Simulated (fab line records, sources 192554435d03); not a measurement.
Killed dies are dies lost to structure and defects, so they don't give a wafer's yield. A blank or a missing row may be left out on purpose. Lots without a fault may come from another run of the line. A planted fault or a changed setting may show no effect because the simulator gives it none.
fab line records | flow n5_finfet
record lots=7 wafers=21
route steps=1938 shown SD_ACTIVATION@331 HKMG_FIN@401 GATE_CUT@469 MOL_CONTACT_COAG@599 BEOL_M0_SAQP@673 BEOL_M0@726 BEOL_M2@843 BEOL_M4@1047 BEOL_M5@1117
start_h: hours from the record's first day to the start of the lot's first wafer shown | wait_h: hours since the lot's step before | " the same as in the row above | L1.1+2: a row that stands for several wafers | - no value, or no start given | * or withheld: withheld | < > ~ a bound
route shown NAME@n: a module of which the file shows steps, and the number in the route of the first | usual: mean/standard deviation of fault-free wafers | same: alike in all rows | chamber/n: place in a boat | sites: the reading at each site | _std_site: their standard deviation | _edge_site: outer sites' mean less inner sites' | radius_mm: how far each site lies from the wafer's centre | mask NAME#n: copy n | behind: the tool/chamber that last shaped the wafer | hold: why the lot was held/for how many hours/how that ended | device: the transistor (n, p or np) that didn't switch | end of line: the same wafers' tests at the end of the route | a step without rows: its recipe alone | killed: dies lost to structure and defects at the first sort, not the wafer's yield | map: a wafer's dies, x killed, . not, _ none there
set.NAME: the setting as run; set.NAME@STEP: as run at that earlier step | model.NAME: the simulator's own value behind a step, which no gauge read
lots whose settings were changed on purpose; a table a step, a row a wafer
## steps
# step N5_SD_ACTIVATION_LSA_01
# recipe temp_c=1080 time_s=0.0008 ambient=N2
# usual wafer_temp_C_max=1085.5/1.4
# columns lot.wafer tool chamber start_h wait_h set.temp_c wafer_temp_C_max
L074.1 laser_anneal-02 0 60.53 0.3 1108 1114.7
L074.3 " 0 " " 1080 1085.1
L074.5 " 0 " " 1080 1083.5
L077.1 laser_anneal-01 0 77.30 0.2 1093 1100.8
L077.3 " 0 " " 1093 1099.0
L077.6 " 0 " " 1080 1085.1
L079.1 laser_anneal-01 0 92.11 0.2 1080 1088.3
L079.3 " 0 " " 1080 1086.8
L079.6 " 0 " " 1080 1085.2
L083.1 laser_anneal-01 0 114.05 0.2 1053 1058.3
L083.5 " 0 " " 1080 1087.6
L083.6 " 0 " " 1053 1061.3
L086.1 laser_anneal-01 0 130.27 0.2 1096 1100.8
L086.2 " 0 " " 1080 1087.1
L086.3 " 0 " " 1096 1102.1
L087.1 laser_anneal-02 0 136.89 0.2 1080 1084.1
L087.5 " 0 " " 1102 1106.7
L087.6 " 0 " " 1080 1084.0
L095.1 laser_anneal-02 0 183.87 0.2 1068 1073.1
L095.3 " 0 " " 1068 1072.6
L095.4 " 0 " " 1068 1073.7
# step N5_SD_ACTIVATION_RS_MEAS_03
# recipe thk_meas_gauge=four-point-probe
# usual RS_SD_N=21.83/0.27 RS_SD_P=55.8/0.75
# columns lot.wafer tool chamber start_h wait_h set.temp_c@SD_ACTIVATION_LSA_01 RS_SD_N[ohm/sq] RS_SD_P[ohm/sq]
L074.1 film_metro-01 - 60.74 0.2 1108 19.20 54.8
L074.3 " - " " 1080 21.90 56.4
L074.5 " - " " 1080 22.08 55.5
L077.1 film_metro-02 - 77.51 0.2 1093 20.63 56.1
L077.3 " - " " 1093 20.14 55.2
L077.6 " - " " 1080 21.98 56.9
L079.1 film_metro-01 - 92.31 0.2 1080 21.73 55.7
L079.3 " - " " 1080 21.81 55.6
L079.6 " - " " 1080 21.74 55.9
L083.1 film_metro-02 - 114.25 0.2 1053 25.06 55.8
L083.5 " - " " 1080 22.14 55.3
L083.6 " - " " 1053 24.60 56.3
L086.1 film_metro-02 - 130.49 0.2 1096 20.31 55.0
L086.2 " - " " 1080 21.93 54.7
L086.3 " - " " 1096 20.24 55.0
L087.1 film_metro-02 - 137.11 0.2 1080 21.57 55.9
L087.5 " - " " 1102 19.27 55.9
L087.6 " - " " 1080 21.33 55.4
L095.1 film_metro-02 - 184.07 0.2 1068 23.17 56.0
L095.3 " - " " 1068 23.13 55.7
L095.4 " - " " 1068 23.28 56.6
# step N5_HKMG_FIN_DESCUM_53
# recipe chemistry=O2 time_s=7.9 source_power_w=50 bias_power_w=20 pressure_mtorr=20 rf_frequency_hz=2.712e+07 temp_c=40 resist=CAR-ArF o2_flow_sccm=225
# columns lot.wafer tool chamber start_h wait_h set.time_s model.CAR-ArF_of_HKMG_FIN_COAT_43.thk_nm
L074.1 rie_diel-06 1 75.03 0.0 7.9 83.2
L074.3 " 0 " " 8.597 82.8
L074.5 " 0 " " 8.597 83.2
L077.1 rie_diel-04 1 91.12 0.0 7.9 83.8
L077.3 " 3 " " 8.58 83.2
L077.6 " 0 " " 7.9 83.6
L079.1+3 rie_diel-06 3,1 106.10 0.0 7.9 83.2
L079.6 " 1 " " 7.9 83.4
L083.1 rie_diel-04 1 126.99 0.0 9.353 82.8
L083.5+6 " 3,2 " " 7.9 83.6
L086.1 rie_diel-06 1 143.85 0.1 8.919 82.4
L086.2 " 2 " " 7.9 83.2
L086.3 " 0 " " 7.9 83.4
L087.1 rie_diel-06 0 150.42 0.0 7.9 83.6
L087.5 " 0 " " 6.567 84.2
L087.6 " 1 " " 7.9 83
L095.1+4 rie_diel-04 2,3 196.76 0.0 7.9 83.6
L095.3 " 0 " " 9.61 82.6
# step N5_HKMG_FIN_ETCH_54
# recipe chemistry=CF4 target=SiARC target_depth_a=455 mask_material=CAR-ArF time_s=75.8 ion_energy_ev=80 pressure_mtorr=40 source_w=545 bias_w=36 Ar_flow_sccm=100 cf4_flow_sccm=100 ends=cleared
# usual rf_vpp_V=184.3/0.96
# columns lot.wafer tool chamber start_h wait_h set.source_w set.time_s@HKMG_FIN_DESCUM_53 rf_vpp_V model.CAR-ArF_of_HKMG_FIN_COAT_43.thk_nm
L074.1 rie_diel-06 1 75.06 0.0 488.1 7.9 192.7 50.6
L074.3 " 0 " " 488.1 8.597 191.0 50.2
L074.5 " 0 " " 545 8.597 184.7 50.8
L077.1 rie_diel-04 1 91.15 0.0 545 7.9 182.8 51.2
L077.3 " 3 " " 545 8.58 184.2 50.6
L077.6 " 0 " " 545 7.9 183.6 50.8
L079.1 rie_diel-06 3 106.14 0.0 545 7.9 184.3 50.6
L079.3 " 1 " " 545 7.9 183.7 50.6
L079.6 " 1 " " 545 7.9 184.9 50.8
L083.1 rie_diel-04 1 127.02 0.0 545 9.353 184.8 50.2
L083.5 " 3 " " 545 7.9 182.7 50.8
L083.6 " 2 " " 512.8 7.9 188.6 51
L086.1 rie_diel-06 1 143.88 0.0 545 8.919 185.0 49.6
L086.2 " 2 " " 545 7.9 185.4 50.4
L086.3 " 0 " " 574.6 7.9 179.7 50.4
L087.1 rie_diel-06 0 150.46 0.0 545 7.9 183.3 51
L087.5 " 0 " " 545 6.567 184.4 51.6
L087.6 " 1 " " 545 7.9 184.0 50.4
L095.1 rie_diel-04 2 196.79 0.0 448.2 7.9 196.4 50.8
L095.3 " 0 " " 545 9.61 184.2 50
L095.4 " 3 " " 545 7.9 183.9 51
# step N5_GATE_CUT_ETCH_58
# recipe chemistry=CH3F/O2 target=SiNx target_depth_a=170 time_s=128.6 ion_energy_ev=50 pressure_mtorr=30 source_w=415 bias_w=21 Ar_flow_sccm=150 CH3F_flow_sccm=30 O2_flow_sccm=20
# usual rf_vpp_V=99.2/0.98
# columns lot.wafer tool chamber start_h wait_h set.bias_w rf_vpp_V model.etch.depth_nm
L074.1 rie_diel-05 1 83.44 0.2 19.9 95.4 16.86
L074.3 " 2 " " 21 100.3 17.4
L074.5 " 0 " " 19.9 95.5 16.72
L077.1 rie_diel-05 2 99.48 0.2 21 98.7 17.21
L077.3 " 0 " " 18.18 92.4 15.75
L077.6 " 1 " " 18.18 90.7 16.09
L079.1 rie_diel-02 3 114.41 0.1 21 98.9 16.86
L079.3 " 2 " " 21 98.3 16.71
L079.6 " 1 " " 21 100.1 17.3
L083.1 rie_diel-03 3 135.21 0.0 24.64 112.0 18.18
L083.5 " 2 " " 21 98.9 16.8
L083.6 " 3 " " 21 98.6 17.07
L086.1 rie_diel-05 2 151.93 0.0 21 97.9 17.26
L086.2 " 1 " " 21 101.1 16.89
L086.3 " 0 " " 21 100.7 16.68
L087.1 rie_diel-03 1 158.75 0.0 21 100.6 17.31
L087.5 " 1 " " 21 99.0 17.43
L087.6 " 2 " " 21 101.1 16.87
L095.1 rie_diel-05 2 204.89 0.1 21 99.3 17.19
L095.3 " 0 " " 17.83 90.3 15.62
L095.4 " 1 " " 17.83 89.8 15.78
# step N5_MOL_CONTACT_COAG_EXPOSE_37
# recipe mask_id=VD na=0.33 source_shape=annular sigma_inner=0.3 sigma_outer=0.7 polarization=unpolarized defocus_nm=0 dose_mj=62
# columns lot.wafer tool chamber start_h wait_h mask set.dose_mj
L074.1+3 euv_scanner-02 0 102.17 - VD#0 64.52
L074.5 " 0 " " VD#0 62
L077.1+3+6 euv_scanner-02 0 119.13 - VD#0 62
L079.1+3+6 euv_scanner-02 0 134.80 - VD#0 62
L083.1 euv_scanner-01 0 153.40 - VD#0 64.51
L083.5+6 " 0 " " VD#0 62
L086.1+2 euv_scanner-01 0 172.82 - VD#0 62
L086.3 " 0 " " VD#0 65.13
L087.1+5+6 euv_scanner-01 0 179.46 - VD#0 62
L095.1 euv_scanner-01 0 221.70 - VD#0 66.21
L095.3+4 " 0 " " VD#0 62
# step N5_MOL_CONTACT_COAG_PEB_38
# recipe peb_temp_c=100 peb_time_s=60 resist=CAR-EUV
# step N5_MOL_CONTACT_COAG_DEVELOP_39
# recipe develop_time_s=30 developer=TMAH resist=CAR-EUV rinse_liquid=surfactant_rinse dry=air_spin dev_temp_c=23
# step N5_MOL_CONTACT_COAG_CD_MEAS_40
# recipe target_cd_nm=25.1 landing_energy_ev=500 detector=se_inlens polarity=opening
# usual cd_nm=25.21/0.25
# columns lot.wafer tool chamber start_h wait_h set.dose_mj@MOL_CONTACT_COAG_EXPOSE_37 cd_nm
L074.1 cd_sem-01 0 102.31 - 64.52 25.86
L074.3 " 0 " " 64.52 25.85
L074.5 " 0 " " 62 24.88
L077.1 cd_sem-03 0 119.27 - 62 25.31
L077.3 " 0 " " 62 25.20
L077.6 " 0 " " 62 25.15
L079.1 cd_sem-03 0 134.94 - 62 25.35
L079.3 " 0 " " 62 25.37
L079.6 " 0 " " 62 25.19
L083.1 cd_sem-01 0 153.55 - 64.51 25.87
L083.5 " 0 " " 62 25.41
L083.6 " 0 " " 62 25.34
L086.1 cd_sem-01 0 172.97 - 62 25.25
L086.2 " 0 " " 62 24.95
L086.3 " 0 " " 65.13 26.16
L087.1 cd_sem-01 0 179.60 - 62 25.42
L087.5 " 0 " " 62 25.19
L087.6 " 0 " " 62 25.28
L095.1 cd_sem-01 0 221.84 - 66.21 26.45
L095.3 " 0 " " 62 25.24
L095.4 " 0 " " 62 25.57
# step N5_BEOL_M0_SAQP_ETCH_107
# recipe chemistry=CH3F/O2 target=SiNx target_depth_a=300 mask_material=SOC pressure_mtorr=30 source_w=395 bias_w=73 Ar_flow_sccm=150 CH3F_flow_sccm=30 O2_flow_sccm=20 ion_energy_ev=120
# columns lot.wafer tool chamber start_h wait_h set.source_w model.BEOL_M0_SAQP.feature_depth_nm
L074.1 rie_diel-03 2 112.57 0.0 330.3 28.2
L074.3 " 3 " " 395 30.6
L074.5 " 2 " " 330.3 27.8
L077.1 rie_diel-02 3 129.65 0.0 395 30.4
L077.3 " 1 " " 395 30.6
L077.6 " 0 " " 395 31.4
L079.1+6 rie_diel-03 1,3 144.36 0.0 395 30.6
L079.3 " 2 " " 395 29.8
L083.1 rie_diel-05 1 164.32 0.0 395 30.4
L083.5+6 " 2,3 " " 395 30.8
L086.1+2 rie_diel-03 1,3 185.87 0.0 395 30.6
L086.3 " 0 " " 395 30.4
L087.1 rie_diel-03 3 192.31 0.0 458.7 32.4
L087.5 " 1 " " 458.7 32.6
L087.6 " 3 " " 395 30.4
L095.1 rie_diel-03 3 230.41 0.0 395 30.6
L095.3 " 0 " " 395 30.2
L095.4 " 2 " " 395 29.4
# step N5_BEOL_M0_SAQP_COAT_34
# recipe resist=CAR-EUV spin_rpm=1500 resist_thk_nm=30
# columns lot.wafer tool chamber start_h wait_h set.spin_rpm model.CAR-EUV_of_BEOL_M0_SAQP_COAT_34.thk_nm
L074.1+3+5 litho_track-04 0 - - 1500 30
L077.1+6 litho_track-01 0 - - 1544 29.8
L077.3 " 0 " " 1500 30
L079.1+6 litho_track-01 0 - - 1500 30
L079.3 " 0 " " 1500 30.2
L083.1+6 litho_track-03 0 - - 1607 29
L083.5 " 0 " " 1500 30
L086.1+2 litho_track-03 0 - - 1406 31
L086.3 " 0 " " 1500 30
L087.1+5 litho_track-03 0 - - 1500 30
L087.6 " 0 " " 1613 29
L095.1 litho_track-01 0 - - 1500 30
L095.3+4 " 0 " " 1593 29.2
# step N5_BEOL_M0_ETCH_109
# recipe chemistry=CH3F/O2 target_depth_a=80 overetch_a=24 target=SiCN time_s=27.4 ion_energy_ev=120 pressure_mtorr=30 source_w=395 bias_w=75 Ar_flow_sccm=150 CH3F_flow_sccm=30 O2_flow_sccm=20
# usual rf_vpp_V=297.7/1.4
# columns lot.wafer tool chamber start_h wait_h set.bias_w rf_vpp_V
L074.1 rie_diel-04 3 116.79 0.0 65.25 272.6
L074.3 " 0 " " 65.25 272.7
L074.5 " 3 " " 75 295.6
L077.1 rie_diel-04 3 136.82 0.2 75 298.1
L077.3 " 1 " " 75 297.5
L077.6 " 3 " " 75 296.6
L079.1 rie_diel-01 3 148.58 0.0 75 297.8
L079.3 " 1 " " 75 299.4
L079.6 " 0 " " 75 299.2
L083.1 rie_diel-01 2 169.54 0.0 75 295.2
L083.5 " 0 " " 75 299.7
L083.6 " 3 " " 75 300.2
L086.1 rie_diel-06 0 194.79 0.0 75 296.4
L086.2 " 2 " " 75 298.6
L086.3 " 3 " " 75 297.5
L087.1 rie_diel-01 1 198.00 0.0 75 297.1
L087.5 " 2 " " 75 295.5
L087.6 " 3 " " 75 298.0
L095.1 rie_diel-06 2 235.13 0.1 70.76 286.1
L095.3 " 3 " " 70.76 287.3
L095.4 " 0 " " 75 295.5
# step N5_BEOL_M2_PECVD_72
# recipe material=SiO2 target_thk_a=160 temp_c=400 precursor=TEOS/O2 pressure_torr=5.5 rf_w=450 teos_flow_sccm=53.8 gas=O2 flow_sccm=3000 time_s=18
# columns lot.wafer tool chamber start_h wait_h set.time_s model.SiO2_of_BEOL_M2_PECVD_72.thk_nm
L074.1 pecvd-02 2 134.58 0.0 18 15.6
L074.3 " 1 " " 18 16.2
L074.5 " 1 " " 19.46 17.8
L077.1 pecvd-04 2 155.09 0.0 16.27 14.6
L077.3+6 " 0,1 " " 18 16
L079.1 pecvd-01 0 159.31 0.0 18 15.8
L079.3 " 1 " " 18 15.4
L079.6 " 2 " " 18 16.2
L083.1 pecvd-02 1 187.89 0.0 19.42 17.4
L083.5 " 0 " " 18 16
L083.6 " 2 " " 19.42 17.2
L086.1 pecvd-04 0 214.09 0.0 16.41 14.6
L086.2 " 1 " " 18 15.6
L086.3 " 2 " " 16.41 14.8
L087.1 pecvd-04 0 216.16 0.0 16 14.4
L087.5 " 2 " " 18 16.6
L087.6 " 0 " " 18 16.4
L095.1 pecvd-04 2 249.33 0.0 18 16.4
L095.3 " 1 " " 15.51 13.8
L095.4 " 2 " " 15.51 14.4
# step N5_BEOL_M4_COAT_67
# recipe resist=SOC temp_c=250 time_s=60 spin_rpm=1500 resist_thk_nm=60
# columns lot.wafer tool chamber start_h wait_h set.spin_rpm model.SOC_of_BEOL_M4_COAT_67.thk_nm
L074.1+3 litho_track-01 0 159.26 0.0 1500 60.2
L074.5 " 0 " " 1500 60
L077.1 litho_track-04 0 185.50 0.0 1500 60
L077.3+6 " 0 " " 1500 60.2
L079.1+3 litho_track-04 0 189.13 0.0 1500 60
L079.6 " 0 " " 1500 60.2
L083.1+5+6 litho_track-03 0 205.55 0.0 1500 60.2
L086.1 litho_track-04 0 237.18 0.0 1500 60.4
L086.2+3 " 0 " " 1500 60.2
L087.1 litho_track-03 0 245.82 0.0 1544 59.4
L087.5 " 0 " " 1500 60
L087.6 " 0 " " 1500 60.2
L095.1 litho_track-04 0 276.10 0.0 1500 60
L095.3 " 0 " " 1423 61.4
L095.4 " 0 " " 1423 61.6
# step N5_BEOL_M4_COAT_68
# recipe resist=SiARC temp_c=220 time_s=60 spin_rpm=1500 resist_thk_nm=12
# step N5_BEOL_M4_COAT_76
# recipe resist=underlayer temp_c=205 time_s=60 spin_rpm=1500 resist_thk_nm=5
# step N5_BEOL_M4_ALD_98
# recipe material=SiO2 target_thk_a=25 temp_c=100 ald_precursor_family=BDEAS ald_co_reactant=O2-plasma pulse_time_s=1 co_reactant_pulse_time_s=1 purge_time_s=2 co_reactant_purge_time_s=2 ald_cycles=17 pressure_torr=2
# step N5_BEOL_M4_ETCHBACK_99
# recipe chemistry=CHF3 target=SiO2 target_depth_a=50 time_s=10.4 source_w=215 bias_w=47 Ar_flow_sccm=200 CHF3_flow_sccm=12 ion_energy_ev=100 pressure_mtorr=30
# step N5_BEOL_M4_ETCH_70
# recipe chemistry=N2/H2 target=SOC target_depth_a=800 overetch_a=240 mask_material=SiARC temp_c=40 time_s=130 ion_energy_ev=200 pressure_mtorr=30 source_w=840 bias_w=150 n2_flow_sccm=200 h2_flow_sccm=200
# columns lot.wafer tool chamber start_h wait_h set.spin_rpm@BEOL_M4_COAT_67 model.etch.depth_nm
L074.1 rie_diel-06 2 160.23 0.0 1500 60.15
L074.3 " 3 " " 1500 60.2
L074.5 " 3 " " 1500 60.06
L077.1 rie_diel-01 1 189.38 0.0 1500 60.09
L077.3 " 3 " " 1500 60.2
L077.6 " 3 " " 1500 60.12
L079.1+3 rie_diel-01 2,1 190.89 0.0 1500 60.08
L079.6 " 3 " " 1500 60.11
L083.1+5 rie_diel-04 2,3 209.86 0.0 1500 60.2
L083.6 " 0 " " 1500 60.21
L086.1 rie_diel-04 3 241.13 0.0 1500 60.47
L086.2 " 1 " " 1500 60.23
L086.3 " 2 " " 1500 60.22
L087.1 rie_diel-01 2 248.93 0.0 1544 59.31
L087.5 " 3 " " 1500 60.03
L087.6 " 0 " " 1500 60.17
L095.1 rie_diel-04 1 285.73 0.0 1500 59.99
L095.3 " 3 " " 1423 61.49
L095.4 " 1 " " 1423 61.6
# step N5_BEOL_M5_COAT_59
# recipe resist=SOC temp_c=250 time_s=60 spin_rpm=1500 resist_thk_nm=60
# columns lot.wafer tool chamber start_h wait_h set.spin_rpm model.SOC_of_BEOL_M5_COAT_59.thk_nm
L074.1+3+5 litho_track-01 0 167.86 0.1 1500 59.8
L077.1 litho_track-02 0 197.75 0.1 1500 60
L077.3 " 0 " " 1336 63.8
L077.6 " 0 " " 1336 63.6
L079.1 litho_track-02 0 198.16 0.1 1500 60
L079.3 " 0 " " 1500 59.8
L079.6 " 0 " " 1500 59.6
L083.1+6 litho_track-02 0 218.74 0.1 1650 57.2
L083.5 " 0 " " 1500 60
L086.1 litho_track-01 0 249.81 0.1 1500 60.2
L086.2+3 " 0 " " 1642 57.4
L087.1+6 litho_track-01 0 258.42 0.1 1361 63.2
L087.5 " 0 " " 1500 60.2
L095.1+3 litho_track-05 0 292.96 0.1 1500 60
L095.4 " 0 " " 1334 63.4
# step N5_BEOL_M5_DESCUM_16
# recipe chemistry=O2 time_s=7 source_power_w=50 bias_power_w=20 pressure_mtorr=20 rf_frequency_hz=2.712e+07 temp_c=40 resist=CAR-EUV o2_flow_sccm=225
# columns lot.wafer tool chamber start_h wait_h set.time_s model.CAR-EUV_of_BEOL_M5_COAT_05.thk_nm
L074.1+3 rie_diel-03 2,3 168.39 0.2 7.506 25.8
L074.5 " 3 " " 7 26
L077.1 rie_diel-02 1 198.25 0.1 7.885 25.4
L077.3 " 2 " " 7.885 25.6
L077.6 " 2 " " 7 26
L079.1+6 rie_diel-05 0,1 199.08 0.4 7 26.2
L079.3 " 2 " " 7 26
L083.1 rie_diel-03 3 219.12 0.0 8.273 25.6
L083.5 " 1 " " 7 26.2
L083.6 " 2 " " 8.273 25.4
L086.1 rie_diel-03 1 250.19 0.0 7 26
L086.2 " 2 " " 6.59 26.2
L086.3 " 3 " " 7 25.8
L087.1+5 rie_diel-05 1,2 258.94 0.2 7 26
L087.6 " 3 " " 7 26.2
L095.1 rie_diel-03 2 293.51 0.1 7 26
L095.3+4 " 0,1 " " 7 26.2
# step N5_BEOL_M5_ETCH_72
# recipe chemistry=N2/H2 target=underlayer target_depth_a=65 mask_material=CAR-EUV time_s=5.2 ion_energy_ev=200 pressure_mtorr=30 source_w=840 bias_w=150 n2_flow_sccm=200 h2_flow_sccm=200 ends=cleared
# step N5_BEOL_M5_ETCH_61
# recipe chemistry=CF4 target=SiARC target_depth_a=156 mask_material=CAR-EUV time_s=26 ion_energy_ev=80 pressure_mtorr=40 source_w=545 bias_w=36 Ar_flow_sccm=100 cf4_flow_sccm=100 ends=cleared
# step N5_BEOL_M5_ETCH_62
# recipe chemistry=N2/H2 target=SOC target_depth_a=750 overetch_a=150 mask_material=SiARC temp_c=40 time_s=112.5 ion_energy_ev=200 pressure_mtorr=30 source_w=840 bias_w=150 n2_flow_sccm=200 h2_flow_sccm=200
# columns lot.wafer tool chamber start_h wait_h set.spin_rpm@BEOL_M5_COAT_59 model.etch.depth_nm
L074.1 rie_diel-03 2 168.47 0.0 1500 59.79
L074.3 " 3 " " 1500 59.77
L074.5 " 3 " " 1500 59.71
L077.1 rie_diel-02 1 198.33 0.0 1500 59.96
L077.3 " 2 " " 1336 63.7
L077.6 " 2 " " 1336 63.56
L079.1 rie_diel-05 0 199.16 0.0 1500 59.91
L079.3 " 2 " " 1500 59.83
L079.6 " 1 " " 1500 59.68
L083.1+6 rie_diel-03 3,2 219.20 0.0 1650 57.21
L083.5 " 1 " " 1500 60.06
L086.1 rie_diel-03 1 250.27 0.0 1500 60.14
L086.2 " 2 " " 1642 57.45
L086.3 " 3 " " 1642 57.38
L087.1 rie_diel-05 1 259.01 0.0 1361 63.24
L087.5 " 2 " " 1500 60.27
L087.6 " 3 " " 1361 63.11
L095.1 rie_diel-03 2 293.59 0.0 1500 59.92
L095.3 " 0 " " 1500 59.93
L095.4 " 1 " " 1334 63.47
## key
split step=N5_SD_ACTIVATION_LSA_01 setting=temp_c stated=1080 by=wafer
response step=N5_SD_ACTIVATION_LSA_01 reading=wafer_temp_C_max change=* per=1% r=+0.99
response step=N5_SD_ACTIVATION_RS_MEAS_03 reading=RS_SD_N change=-1.1 per=1% r=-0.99
split step=N5_HKMG_FIN_DESCUM_53 setting=time_s stated=7.9 by=wafer
response step=N5_HKMG_FIN_DESCUM_53 reading=model.CAR-ArF_of_HKMG_FIN_COAT_43.thk_nm change=-0.0491 per=1% r=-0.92
response step=N5_HKMG_FIN_ETCH_54 reading=model.CAR-ArF_of_HKMG_FIN_COAT_43.thk_nm change=-0.0441 per=1% r=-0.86
split step=N5_HKMG_FIN_ETCH_54 setting=source_w stated=545 by=wafer
response step=N5_HKMG_FIN_ETCH_54 reading=rf_vpp_V change=-0.721 per=1% r=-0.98
split step=N5_GATE_CUT_ETCH_58 setting=bias_w stated=21 by=wafer
response step=N5_GATE_CUT_ETCH_58 reading=rf_vpp_V change=+0.666 per=1% r=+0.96
response step=N5_GATE_CUT_ETCH_58 reading=model.etch.depth_nm change=+0.0878 per=1% r=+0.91
split step=N5_MOL_CONTACT_COAG_EXPOSE_37 setting=dose_mj stated=62 by=wafer
response step=N5_MOL_CONTACT_COAG_CD_MEAS_40 reading=cd_nm change=+0.177 per=1% r=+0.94
split step=N5_BEOL_M0_SAQP_ETCH_107 setting=source_w stated=395 by=wafer
response step=N5_BEOL_M0_SAQP_ETCH_107 reading=model.BEOL_M0_SAQP.feature_depth_nm change=+0.145 per=1% r=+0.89
split step=N5_BEOL_M0_SAQP_COAT_34 setting=spin_rpm stated=1500 by=wafer
response step=N5_BEOL_M0_SAQP_COAT_34 reading=model.CAR-EUV_of_BEOL_M0_SAQP_COAT_34.thk_nm change=-0.137 per=1% r=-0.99
split step=N5_BEOL_M0_ETCH_109 setting=bias_w stated=75 by=wafer
response step=N5_BEOL_M0_ETCH_109 reading=rf_vpp_V change=+1.73 per=1% r=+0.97
split step=N5_BEOL_M2_PECVD_72 setting=time_s stated=18 by=wafer
response step=N5_BEOL_M2_PECVD_72 reading=model.SiO2_of_BEOL_M2_PECVD_72.thk_nm change=+0.167 per=1% r=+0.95
split step=N5_BEOL_M4_COAT_67 setting=spin_rpm stated=1500 by=wafer
response step=N5_BEOL_M4_COAT_67 reading=model.SOC_of_BEOL_M4_COAT_67.thk_nm change=-0.279 per=1% r=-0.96
response step=N5_BEOL_M4_ETCH_70 reading=model.etch.depth_nm change=-0.295 per=1% r=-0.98
split step=N5_BEOL_M5_COAT_59 setting=spin_rpm stated=1500 by=wafer
response step=N5_BEOL_M5_COAT_59 reading=model.SOC_of_BEOL_M5_COAT_59.thk_nm change=-0.31 per=1% r=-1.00
response step=N5_BEOL_M5_ETCH_62 reading=model.etch.depth_nm change=-0.31 per=1% r=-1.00
split step=N5_BEOL_M5_DESCUM_16 setting=time_s stated=7 by=wafer
response step=N5_BEOL_M5_DESCUM_16 reading=model.CAR-EUV_of_BEOL_M5_COAT_05.thk_nm change=-0.0386 per=1% r=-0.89
